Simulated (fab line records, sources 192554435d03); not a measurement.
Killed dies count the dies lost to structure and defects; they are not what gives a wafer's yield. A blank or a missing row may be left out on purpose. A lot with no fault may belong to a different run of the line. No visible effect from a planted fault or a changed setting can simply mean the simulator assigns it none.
What tool caused it? / flow n5-finfet / 27 wafers from 9 lots sampled at 7 of the route's 1938 steps

## WHAT THE GAUGES READ, wafer by wafer
N5_BEOL_M0_SAQP_OVL_MEAS_41.
lot=L259; measured=day 5 15:23; on=overlay-02; M0_CUT1_OVL (nm)=-0.8 -1.2 0.1
lot=L260; measured=day 6 00:08; on=overlay-02; M0_CUT1_OVL (nm)=-0.9 0.1 -0.9
lot=L261; measured=day 6 13:53; on=overlay-02; M0_CUT1_OVL (nm)=-1.2 -0.8 -0.8
lot=L269; measured=day 8 04:45; on=overlay-02; M0_CUT1_OVL (nm)=-1.4 -0.6 -0.7
lot=L270; measured=day 8 08:35; on=overlay-02; M0_CUT1_OVL (nm)=-1.1 -1.2 -0.9
lot=L272; measured=day 9 00:00; on=overlay-01; M0_CUT1_OVL (nm)=-0.9 -0.5 -1.5
lot=L274; measured=day 9 12:32; on=overlay-01; M0_CUT1_OVL (nm)=0.3 0.7 -1.0
lot=L275; measured=day 10 00:26; on=overlay-01; M0_CUT1_OVL (nm)=-0.6 -0.4 -0.7
lot=L282; measured=day 11 17:44; on=overlay-02; M0_CUT1_OVL (nm)=-0.3 0.2 -0.4

N5_BEOL_M0_SAQP_INSPECT_42: inspects for defects (brightfield).
lot=L259; measured=day 5 15:27; on=defect-inspect-01; raw-defect-count=224 230 382
lot=L260; measured=day 6 00:12; on=defect-inspect-01; raw-defect-count=214 302 200
lot=L261; measured=day 6 13:57; on=defect-inspect-01; raw-defect-count=273 415 387
lot=L269; measured=day 8 04:48; on=defect-inspect-01; raw-defect-count=271 245 241
lot=L270; measured=day 8 08:38; on=defect-inspect-01; raw-defect-count=643 322 552
lot=L272; measured=day 9 00:03; on=defect-inspect-01; raw-defect-count=422 694 589
lot=L274; measured=day 9 12:36; on=defect-inspect-01; raw-defect-count=279 260 234
lot=L275; measured=day 10 00:29; on=defect-inspect-01; raw-defect-count=426 197 351
lot=L282; measured=day 11 17:48; on=defect-inspect-02; raw-defect-count=279 213 245

N5_BEOL_M0_CUTY_INSPECT_59: inspects for defects (macro).
lot=L259; measured=day 5 16:50; on=defect-inspect-01; raw-defect-count=1 5 0
lot=L260; measured=day 6 01:34; on=defect-inspect-01; raw-defect-count=3 0 1
lot=L261; measured=day 6 15:20; on=defect-inspect-01; raw-defect-count=1 1 1
lot=L269; measured=day 8 06:11; on=defect-inspect-01; raw-defect-count=2 3 0
lot=L270; measured=day 8 10:01; on=defect-inspect-02; raw-defect-count=254 2 242
lot=L272; measured=day 9 01:31; on=defect-inspect-02; raw-defect-count=4 244 225
lot=L274; measured=day 9 14:19; on=defect-inspect-02; raw-defect-count=0 2 2
lot=L275; measured=day 10 02:08; on=defect-inspect-01; raw-defect-count=3 1 3
lot=L282; measured=day 11 19:13; on=defect-inspect-02; raw-defect-count=2 3 0

N5_BEOL_M4_RC_MEAS_101.
lot=L259; measured=day 8 07:52; on=prober-02; DIBL_N (mV/V)=36.7 37.2 35.3; DIBL_P (mV/V)=36.3 36.8 34.4; IOFF_N (nA/um)=0.153 0.171 0.142; IOFF_P (nA/um)=0.21 0.23 0.18; ION_N (uA/um)=667 673 666; ION_P (uA/um)=459 459 461; SS_N (mV/dec)=71.6 71.7 71.2; SS_P (mV/dec)=72.7 73.6 72.6; VT_N (mV)=251 250 252; VT_P (mV)=-252 -249 -251
lot=L260; measured=day 8 17:17; on=prober-01; DIBL_N (mV/V)=37.9 37.5 35.9; DIBL_P (mV/V)=38.4 37.2 36.3; IOFF_N (nA/um)=0.208 0.182 0.166; IOFF_P (nA/um)=0.24 0.23 0.22; ION_N (uA/um)=696 671 688; ION_P (uA/um)=472 461 474; SS_N (mV/dec)=72.1 71.8 70.9; SS_P (mV/dec)=73.4 73.3 73.4; VT_N (mV)=245 247 247; VT_P (mV)=-247 -248 -249
lot=L261; measured=day 9 02:08; on=prober-02; DIBL_N (mV/V)=34.0 36.0 33.7; DIBL_P (mV/V)=33.8 37.2 33.5; IOFF_N (nA/um)=0.141 0.186 0.142; IOFF_P (nA/um)=0.19 0.26 0.19; ION_N (uA/um)=683 685 678; ION_P (uA/um)=462 468 465; SS_N (mV/dec)=71.2 71.9 70.4; SS_P (mV/dec)=72.1 73.3 72.3; VT_N (mV)=250 245 249; VT_P (mV)=-250 -246 -250
lot=L269; measured=day 10 16:27; on=prober-01; DIBL_N (mV/V)=34.5 37.3 37.2; DIBL_P (mV/V)=35.2 38.2 37.7; IOFF_N (nA/um)=0.134 0.171 0.164; IOFF_P (nA/um)=0.16 0.20 0.20; ION_N (uA/um)=678 684 682; ION_P (uA/um)=463 462 461; SS_N (mV/dec)=71.0 72.0 71.2; SS_P (mV/dec)=72.7 74.3 74.1; VT_N (mV)=251 247 250; VT_P (mV)=-255 -254 -252
lot=L270; measured=day 10 18:02; on=prober-02; DIBL_N (mV/V)=35.5 34.3 36.0; DIBL_P (mV/V)=34.0 32.8 35.0; IOFF_N (nA/um)=0.138 0.128 0.170; IOFF_P (nA/um)=0.18 0.16 0.20; ION_N (uA/um)=673 664 689; ION_P (uA/um)=461 452 464; SS_N (mV/dec)=70.7 70.4 71.7; SS_P (mV/dec)=73.1 73.3 73.6; VT_N (mV)=252 251 246; VT_P (mV)=-253 -253 -251
lot=L272; measured=day 11 15:58; on=prober-02; DIBL_N (mV/V)=40.4 35.7 37.5; DIBL_P (mV/V)=41.2 35.2 37.8; IOFF_N (nA/um)=0.250 0.151 0.180; IOFF_P (nA/um)=0.28 0.19 0.21; ION_N (uA/um)=700 672 685; ION_P (uA/um)=466 460 466; SS_N (mV/dec)=72.0 70.9 71.6; SS_P (mV/dec)=74.0 72.9 73.3; VT_N (mV)=243 250 250; VT_P (mV)=-248 -254 -252
lot=L274; measured=day 11 20:23; on=prober-02; DIBL_N (mV/V)=37.2 37.9 36.4; DIBL_P (mV/V)=36.8 38.4 36.6; IOFF_N (nA/um)=0.162 0.173 0.152; IOFF_P (nA/um)=0.21 0.23 0.21; ION_N (uA/um)=670 679 672; ION_P (uA/um)=459 462 456; SS_N (mV/dec)=71.5 71.5 72.0; SS_P (mV/dec)=73.0 73.5 72.5; VT_N (mV)=253 250 251; VT_P (mV)=-248 -249 -250
lot=L275; measured=day 12 13:44; on=prober-01; DIBL_N (mV/V)=36.7 37.4 37.1; DIBL_P (mV/V)=36.3 37.0 36.7; IOFF_N (nA/um)=0.157 0.171 0.169; IOFF_P (nA/um)=0.21 0.23 0.23; ION_N (uA/um)=682 683 677; ION_P (uA/um)=472 469 467; SS_N (mV/dec)=72.4 72.5 71.9; SS_P (mV/dec)=72.9 73.6 73.5; VT_N (mV)=248 248 246; VT_P (mV)=-248 -247 -247
lot=L282; measured=day 14 08:04; on=prober-02; DIBL_N (mV/V)=36.7 37.4 35.5; DIBL_P (mV/V)=38.3 38.4 37.9; IOFF_N (nA/um)=0.173 0.189 0.159; IOFF_P (nA/um)=0.21 0.22 0.21; ION_N (uA/um)=680 674 683; ION_P (uA/um)=466 461 462; SS_N (mV/dec)=72.6 71.5 72.3; SS_P (mV/dec)=73.2 73.3 72.8; VT_N (mV)=247 246 249; VT_P (mV)=-251 -251 -250

## EACH LOT AND THE TOOL THAT RAN IT (in order: tool; ch and the chambers of the sampled wafers; start)
lot=L259; N5_BEOL_M0_SAQP_ILD_DEP_01=pecvd-03 ch 0,2, day 5 08:37; N5_BEOL_M0_SAQP_RECESS_104=vapor-etch-01 ch 0,1, day 5 13:33; N5_BEOL_M0_SAQP_ETCH_73=rie-diel-05 ch 1,3, day 5 15:32
lot=L260; N5_BEOL_M0_SAQP_ILD_DEP_01=pecvd-03 ch 0,1, day 5 17:41; N5_BEOL_M0_SAQP_RECESS_104=vapor-etch-01 ch 0,1, day 5 21:28; N5_BEOL_M0_SAQP_ETCH_73=rie-diel-02 ch 1,2,3, day 6 00:17
lot=L261; N5_BEOL_M0_SAQP_ILD_DEP_01=pecvd-03 ch 0,1, day 6 08:02; N5_BEOL_M0_SAQP_RECESS_104=vapor-etch-01 ch 0,1, day 6 11:50; N5_BEOL_M0_SAQP_ETCH_73=rie-diel-04 ch 0,3, day 6 14:02
lot=L269; N5_BEOL_M0_SAQP_ILD_DEP_01=pecvd-03 ch 0,1, day 8 00:01; N5_BEOL_M0_SAQP_RECESS_104=vapor-etch-02 ch 0,1, day 8 02:54; N5_BEOL_M0_SAQP_ETCH_73=rie-diel-02 ch 1,3, day 8 04:53
lot=L270; N5_BEOL_M0_SAQP_ILD_DEP_01=pecvd-03 ch 0,2, day 8 03:36; N5_BEOL_M0_SAQP_RECESS_104=vapor-etch-02 ch 0,1, day 8 06:52; N5_BEOL_M0_SAQP_ETCH_73=rie-diel-05 ch 0,2,3, day 8 08:43
lot=L272; N5_BEOL_M0_SAQP_ILD_DEP_01=pecvd-03 ch 0,1, day 8 14:53; N5_BEOL_M0_SAQP_RECESS_104=vapor-etch-01 ch 0,1, day 8 19:48; N5_BEOL_M0_SAQP_ETCH_73=rie-diel-05 ch 0,2, day 9 00:08
lot=L274; N5_BEOL_M0_SAQP_ILD_DEP_01=pecvd-04 ch 0,2, day 9 07:47; N5_BEOL_M0_SAQP_RECESS_104=vapor-etch-01 ch 0,1, day 9 10:42; N5_BEOL_M0_SAQP_ETCH_73=rie-diel-05 ch 0,2,3, day 9 12:41
lot=L275; N5_BEOL_M0_SAQP_ILD_DEP_01=pecvd-02 ch 1,2, day 9 17:00; N5_BEOL_M0_SAQP_RECESS_104=vapor-etch-02 ch 0, day 9 22:28; N5_BEOL_M0_SAQP_ETCH_73=rie-diel-04 ch 0,1,2, day 10 00:34
lot=L282; N5_BEOL_M0_SAQP_ILD_DEP_01=pecvd-04 ch 0,1,2, day 11 12:49; N5_BEOL_M0_SAQP_RECESS_104=vapor-etch-01 ch 0,1, day 11 15:52; N5_BEOL_M0_SAQP_ETCH_73=rie-diel-05 ch 0,2,3, day 11 17:53
- N5_BEOL_M0_SAQP_ILD_DEP_01: deposits SiOC from DEMS/O2, target thk 45.419 nm, time 8.7 s.
- N5_BEOL_M0_SAQP_RECESS_104: chemistry HF/NH3, target SiO2, target depth 18 nm, afs cycles 3, sublimation time 60 s.
- N5_BEOL_M0_SAQP_ETCH_73: etches SiARC in CF4, target depth 19.5 nm, time 32.5 s.

## WHAT THE TOOLS THEMSELVES READ (means of the sampled wafers that have a number; where no wafer has one, the mark that the record gives instead)
N5_BEOL_M0_SAQP_ILD_DEP_01.
lot=L259; tool=pecvd-03; heater-power-w (W)=460; showerhead-plenum-p-Torr (Torr)=5.695; throttle-valve-pct (%)=11.6
lot=L260; tool=pecvd-03; heater-power-w (W)=550; showerhead-plenum-p-Torr (Torr)=5.689; throttle-valve-pct (%)=12.2
lot=L261; tool=pecvd-03; heater-power-w (W)=511; showerhead-plenum-p-Torr (Torr)=5.680; throttle-valve-pct (%)=12.2
lot=L269; tool=pecvd-03; heater-power-w (W)=460; showerhead-plenum-p-Torr (Torr)=5.681; throttle-valve-pct (%)=12.3
lot=L270; tool=pecvd-03; heater-power-w (W)=485; showerhead-plenum-p-Torr (Torr)=5.696; throttle-valve-pct (%)=12.0
lot=L272; tool=pecvd-03; heater-power-w (W)=501; showerhead-plenum-p-Torr (Torr)=5.685; throttle-valve-pct (%)=12.3
lot=L274; tool=pecvd-04; heater-power-w (W)=507; showerhead-plenum-p-Torr (Torr)=5.695; throttle-valve-pct (%)=11.9
lot=L275; tool=pecvd-02; heater-power-w (W)=426; showerhead-plenum-p-Torr (Torr)=5.703; throttle-valve-pct (%)=11.4
lot=L282; tool=pecvd-04; heater-power-w (W)=517; showerhead-plenum-p-Torr (Torr)=5.681; throttle-valve-pct (%)=11.8

N5_BEOL_M0_SAQP_RECESS_104.
lot=L259; tool=vapor-etch-01; drypump-motor-current-A (A)=5.4
lot=L260; tool=vapor-etch-01; drypump-motor-current-A (A)=5.5
lot=L261; tool=vapor-etch-01; drypump-motor-current-A (A)=5.8
lot=L269; tool=vapor-etch-02; drypump-motor-current-A (A)=6.0
lot=L270; tool=vapor-etch-02; drypump-motor-current-A (A)=5.8
lot=L272; tool=vapor-etch-01; drypump-motor-current-A (A)=5.4
lot=L274; tool=vapor-etch-01; drypump-motor-current-A (A)=5.5
lot=L275; tool=vapor-etch-02; drypump-motor-current-A (A)=6.3
lot=L282; tool=vapor-etch-01; drypump-motor-current-A (A)=5.4

N5_BEOL_M0_SAQP_ETCH_73.
lot=L259; tool=rie-diel-05; drypump-motor-current-A (A)=5.6; etch-rf-on-time-s (s)=32.2; oes-product-au (a.u.)=0.77; rf-vpp-V (V)=183.9; showerhead-plenum-p-Torr (Torr)=2.13; throttle-valve-pct (%)=15.42
lot=L260; tool=rie-diel-02; drypump-motor-current-A (A)=5.2; etch-rf-on-time-s (s)=33.3; oes-product-au (a.u.)=0.62; rf-vpp-V (V)=184.1; showerhead-plenum-p-Torr (Torr)=2.19; throttle-valve-pct (%)=15.65
lot=L261; tool=rie-diel-04; drypump-motor-current-A (A)=5.8; etch-rf-on-time-s (s)=32.4; oes-product-au (a.u.)=0.71; rf-vpp-V (V)=184.1; showerhead-plenum-p-Torr (Torr)=2.16; throttle-valve-pct (%)=15.48
lot=L269; tool=rie-diel-02; drypump-motor-current-A (A)=5.0; etch-rf-on-time-s (s)=33.9; oes-product-au (a.u.)=0.59; rf-vpp-V (V)=184.9; showerhead-plenum-p-Torr (Torr)=2.20; throttle-valve-pct (%)=15.76
lot=L270; tool=rie-diel-05; drypump-motor-current-A (A)=5.8; etch-rf-on-time-s (s)=33.1; oes-product-au (a.u.)=0.73; rf-vpp-V (V)=184.0; showerhead-plenum-p-Torr (Torr)=2.17; throttle-valve-pct (%)=15.57
lot=L272; tool=rie-diel-05; drypump-motor-current-A (A)=5.7; etch-rf-on-time-s (s)=33.1; oes-product-au (a.u.)=0.71; rf-vpp-V (V)=184.6; showerhead-plenum-p-Torr (Torr)=2.19; throttle-valve-pct (%)=15.59
lot=L274; tool=rie-diel-05; drypump-motor-current-A (A)=5.8; etch-rf-on-time-s (s)=33.0; oes-product-au (a.u.)=0.71; rf-vpp-V (V)=184.7; showerhead-plenum-p-Torr (Torr)=2.16; throttle-valve-pct (%)=15.58
lot=L275; tool=rie-diel-04; drypump-motor-current-A (A)=5.9; etch-rf-on-time-s (s)=32.1; oes-product-au (a.u.)=0.72; rf-vpp-V (V)=185.1; showerhead-plenum-p-Torr (Torr)=2.14; throttle-valve-pct (%)=15.48
lot=L282; tool=rie-diel-05; drypump-motor-current-A (A)=5.8; etch-rf-on-time-s (s)=32.8; oes-product-au (a.u.)=0.70; rf-vpp-V (V)=184.2; showerhead-plenum-p-Torr (Torr)=2.16; throttle-valve-pct (%)=15.61

## THE ANSWER, worked out from the rows above alone
Rule: the usual values come from the lots themselves. The widest of any qualifying gaps counts: lots, ordered by their means at a reading, are off when they make up no more than a third of the lots, leave a main group of 4 or more, and stand apart from it by 3 or more times the standard deviation of that group's means. Not used: any main group whose means are identical at the precision the tables above print for the reading. A lot without any number at a reading at which 4 lots or more have one is off too. Any other lot the step has rows for is counted as sound. Order of review: gauges by route order, followed by the tools' own readings, for which a lot's mean as printed above is used. At the first step where some lot is off, the reading lying furthest off is the one used; lots without a number count as furthest.
Off: L270, L272 (N5_BEOL_M0_SAQP_INSPECT_42, raw-defect-count). For the main group the mean is 279 and the standard deviation 42.
If a tool, at a process step before that reading, ran all the lots that are off and no sound lot after the first of them, it fits. Not tried: the gauges at N5_BEOL_M0_SAQP_INSPECT_42; whatever is off there is also off at N5_BEOL_M0_CUTY_INSPECT_59, on other tools, and gauge error can't account for it. One fits: pecvd-03 at N5_BEOL_M0_SAQP_ILD_DEP_01. A fault onset in the window from L269 (day 8 00:01, its last sound lot) to L270 (day 8 03:36, its first lot off) fits.

## WHAT WAS PUT IN BY THE SIMULATOR
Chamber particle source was pecvd-03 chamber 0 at N5_BEOL_M0_SAQP_ILD_DEP_01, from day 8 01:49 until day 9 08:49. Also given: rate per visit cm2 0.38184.
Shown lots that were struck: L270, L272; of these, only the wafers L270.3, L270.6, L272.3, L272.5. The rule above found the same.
